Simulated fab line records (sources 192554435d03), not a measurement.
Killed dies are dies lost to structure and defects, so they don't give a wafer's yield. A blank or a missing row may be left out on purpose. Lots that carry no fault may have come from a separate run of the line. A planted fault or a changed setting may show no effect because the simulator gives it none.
Struck lot and sound lot, side by side || flow n5 finfet || 39 out of 1938 route steps
Sound: wafers L491.3, L491.5, L491.6. The struck wafers were L498.2, L498.3, L498.5. The cause comes at the end.
Each step with rows lists, per side, the tool, then ch with its chambers, then its first start. Under that, the readings that differ: sound wafers || struck wafers || difference of the means || sigmas: that difference in standard deviations of wafers without a fault.
alike: a reading whose means differ by less than 2 such deviations, as well as words and numbers matching on both sides. not compared: withheld readings; readings where some wafer has no value; bounds like >300 that might hide an equal value; numbers whose values overlap and for which the record gives no deviation.
The two part at a step that has a row with sigmas, a row that says differs or no value, or rows on one side only. Numbers that have no deviation but don't overlap get no sigmas and don't part them. Lack of a reading on every wafer of one side parts them only where that side has two or more wafers.

first, 11 steps without rows for these wafers: N5_MOL_CONTACT_COAG_STRIP_96 (strips in N2/H2); N5_MOL_CONTACT_COAG_ETCH_47 (etches SiNx in CH3F/O2, stops on W, target depth 27 nm); N5_MOL_CONTACT_COAG_STRIP_119 (strips in N2/H2, time 30 s); N5_MOL_CONTACT_COAG_PRECLEAN_144 (cleans in alkaline clean, time 60 s); N5_MOL_CONTACT_COAG_SRD_145 (time 30 s); N5_MOL_CONTACT_COAG_COAT_62 (time 60 s, resist thk 60 nm); N5_MOL_CONTACT_COAG_COAT_63 (time 60 s, resist thk 10 nm); N5_MOL_CONTACT_COAG_COAT_64 (time 60 s, resist thk 10 nm); N5_MOL_CONTACT_COAG_COAT_34 (resist thk 40 nm); N5_MOL_CONTACT_COAG_EBR_36; N5_MOL_CONTACT_COAG_SOFTBAKE_35 (time 60 s).
N5_MOL_CONTACT_COAG_EXPOSE_37: exposes mask VD, defocus 0 nm.
  sound on euv scanner-01 ch 0, day 5 15:58; struck on euv scanner-01 ch 0, day 7 02:01
{"reading": "focus offset nm (nm)", "sound": "-0.8 -1.3 -0.4", "struck": "0.0 0.9 0.2", "difference": "+1.2", "sigmas": "+2"}
{"reading": "model.MOL_CONTACT_COAG.overlay x nm (nm)", "sound": "0.2 0.2 0.2", "struck": "9 9 9", "difference": "+9", "sigmas": ""}
  alike: mask, exposure dose mJ cm2
then, 2 steps without rows for these wafers: N5_MOL_CONTACT_COAG_PEB_38 (peb time 60 s); N5_MOL_CONTACT_COAG_DEVELOP_39 (develop time 30 s).
N5_MOL_CONTACT_COAG_OVL_MEAS_41:
  sound on overlay-02 ch 0, day 5 16:08; struck on overlay-01 ch 0, day 7 02:11
{"reading": "VD_OVL (nm)", "sound": "0.5 -0.1 -0.1", "struck": "9.7 9.0 9.2", "difference": "+9.2", "sigmas": "+14"}
then, 22 steps without rows for these wafers: N5_MOL_CONTACT_COAG_DESCUM_45 (chemistry O2, time 7 s); N5_MOL_CONTACT_COAG_ETCH_65 (etches underlayer in N2/H2, target depth 13 nm, time 10.4 s); N5_MOL_CONTACT_COAG_ETCH_66 (etches SiARC in CF4, target depth 13 nm, time 21.7 s); N5_MOL_CONTACT_COAG_ALD_133 (deposits SiO2, target thk 5 nm, pulse time 1 s, co reactant pulse time 1 s); N5_MOL_CONTACT_COAG_ETCHBACK_134 (etches SiO2 in CHF3, target depth 10 nm, time 6.7 s); N5_MOL_CONTACT_COAG_ETCH_67 (etches SOC in N2/H2, target depth 60 nm, overetch 21 nm, time 101.2 s); N5_MOL_CONTACT_COAG_STRIP_68 (strips in N2/H2); N5_MOL_CONTACT_COAG_STRIP_69 (strips in N2/H2); N5_MOL_CONTACT_COAG_ETCHBACK_136 (etches SiO2 in CHF3, target depth 25 nm, time 16.7 s); N5_MOL_CONTACT_COAG_STRIP_120 (strips in CHF3); N5_MOL_CONTACT_COAG_VIA_ETCH_117 (etches SiO2 in C4F6/O2, target depth 40 nm, overetch 8 nm, time 26 s); N5_MOL_CONTACT_COAG_ETCH_124 (etches SiNx in CH3F/O2, stops on SiOC, target depth 6.5 nm); N5_MOL_CONTACT_COAG_ETCH_48 (etches SiOC in C4F6/O2, target depth 15 nm, overetch 4.5 nm, time 17 s); N5_MOL_CONTACT_COAG_STRIP_72 (strips in N2/H2); N5_MOL_CONTACT_COAG_STRIP_49 (strips in N2/H2, time 30 s); N5_MOL_CONTACT_COAG_PRECLEAN_138 (cleans in alkaline clean, time 60 s); N5_MOL_CONTACT_COAG_SRD_139 (time 30 s); N5_MOL_CONTACT_COAG_PRE_CLEAN_121; N5_MOL_CONTACT_COAG_CVD_140 (deposits W, target thk 66.5 nm, time 215 s); N5_MOL_CONTACT_COAG_PRECLEAN_127 (cleans in DIW, time 57.5 s); N5_MOL_CONTACT_COAG_SRD_128 (dry time 32 s); N5_MOL_CONTACT_COAG_CMP_52 (polishes, stops on SiO2, t overpolish 1.5 s, target thk 66.5 nm).
-- record jumps: 3 days separate the struck wafers' starts on either side; left off in module MOL_CONTACT_COAG, taken up again in module BEOL_M4, whose first shown step is the route's number 1111 --
N5_BEOL_M4_RC_MEAS_101:
  sound on prober-01 ch 0, day 8 02:57; struck on prober-02 ch 0, day 9 20:08
  alike: DIBL_N, DIBL_P, IOFF_N, IOFF_P, ION_N, ION_P, SS_N, SS_P, VT_N, VT_P
-- a jump in the record: the struck wafers' starts before and after are 4 days apart (it breaks off in module BEOL_M4 and resumes in module PASSIVATION, where the first step shown is number 1936 of the route) --
N5_PASSIVATION_PROBE_49:
  record: rows for the struck wafers here (prober-02, day 13 19:57), none for the sound ones

WHERE THEY PART
Last at N5_PASSIVATION_PROBE_49 as far as this record goes, first at N5_MOL_CONTACT_COAG_EXPOSE_37.

WHY: what the simulator had put in
Scanner matching overlay: euv scanner-01, from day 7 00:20 on, at N5_MOL_CONTACT_COAG_EXPOSE_37. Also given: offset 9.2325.
